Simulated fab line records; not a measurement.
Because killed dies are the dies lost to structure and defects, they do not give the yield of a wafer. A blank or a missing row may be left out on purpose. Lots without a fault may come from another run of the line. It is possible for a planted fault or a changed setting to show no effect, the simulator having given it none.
Matching of chambers | flow nand-harc | ald-hk-04 running NHARC_A_CHANNEL_FILL_D2_ALD_16: 4 sister chambers
The step deposits SiO2, target thk 1.5 nm, pulse time 10 s, ald cycles 15. 4 wafers are shown with their chamber, then 7 later ones without.

## WAFERS, EACH WITH ITS CHAMBER
wafer  | chamber | heater-power-w (W)
L081.3 | 0       | 451
L081.6 | 2       | 500
L086.1 | 1       | 481
L086.2 | 3       | 569

## WAFERS MISSING THEIR CHAMBER
wafer  | heater-power-w (W)
L086.3 | 447
L096.1 | 445
L096.3 | 494
L096.6 | 501
L097.1 | 444
L097.2 | 496
L097.4 | 487

## WHICH CHAMBER EACH ONE RAN IN
wafer  | from the rows above     | in truth
L086.3 | 0                       | 0
L096.1 | 0                       | 0
L096.3 | can't be placed: 2 or 1 | 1
L096.6 | 2                       | 2
L097.1 | 0                       | 0
L097.2 | 2                       | 2
L097.4 | can't be placed: 1 or 2 | 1
Correct placement for 5 of the 7. From these rows, 2 cannot be placed; in 2 the true chamber is one of the candidates. 0 placed wrongly.
How it was worked out, from the rows above alone: a wafer's distance from a chamber is the root of the sum, over the readings, of the square of ((its reading less the chamber's mean) divided by the reading's scatter). If the next closest chamber is less than 2 further off than the closest, the wafer can't be placed; otherwise it belongs to the closest. A chamber's mean is the mean of its shown wafers. The scatter (one wafer shown for each chamber): square how far every hidden wafer sits from the nearest shown wafer, average those squares and take the square root.
